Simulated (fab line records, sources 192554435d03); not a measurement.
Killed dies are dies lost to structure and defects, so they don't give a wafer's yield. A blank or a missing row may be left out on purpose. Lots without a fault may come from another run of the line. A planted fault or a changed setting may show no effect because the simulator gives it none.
Which tool did it? | flow n5_finfet | 10 lots, 30 wafers sampled, at 1 step of a route of 1938

WHAT THE GAUGES READ, wafer by wafer
N5_BEOL_M11_OVL_MEAS_12.
lot  | measured     | on         | M11_OVL (nm)
L168 | day 9 17:25  | overlay-02 | 0.1 -0.1 -0.4
L170 | day 10 07:56 | overlay-02 | 0.9 1.3 1.3
L172 | day 10 21:09 | overlay-01 | -0.7 0.3 -1.5
L173 | day 10 21:28 | overlay-02 | 0.2 1.5 0.8
L175 | day 11 16:51 | overlay-01 | -1.1 -0.5 -0.7
L177 | day 12 10:00 | overlay-01 | 0.5 -0.3 0.7
L182 | day 13 18:23 | overlay-01 | 1.3 0.9 0.9
L186 | day 14 12:33 | overlay-02 | 0.4 0.7 2.5
L187 | day 14 17:44 | overlay-02 | -0.7 -0.4 0.2
L191 | day 16 03:24 | overlay-01 | -1.1 0.2 -0.3

WHICH TOOL RAN EACH LOT (tool, then ch and the chambers of the sampled wafers, then the start)
The record holds no process step before these readings.

THE ANSWER, worked out from the rows above alone
Rule: what is usual is taken from the lots themselves. Put in order of their means at a reading, lots are off if they are a third of the lots or fewer, leave a main group of 4 or more, and stand apart from it by a gap of 3 or more times the standard deviation of the main group's means; of several such gaps the widest counts. A main group whose means are all the same, to the digits that the tables above print for the reading, isn't used. A lot without any number at a reading at which 4 lots or more have one is off too. The other lots that the step has rows for count as sound.
No lot is off at any reading shown: from this, nothing can be told.

WHAT THE SIMULATOR HAD PUT IN
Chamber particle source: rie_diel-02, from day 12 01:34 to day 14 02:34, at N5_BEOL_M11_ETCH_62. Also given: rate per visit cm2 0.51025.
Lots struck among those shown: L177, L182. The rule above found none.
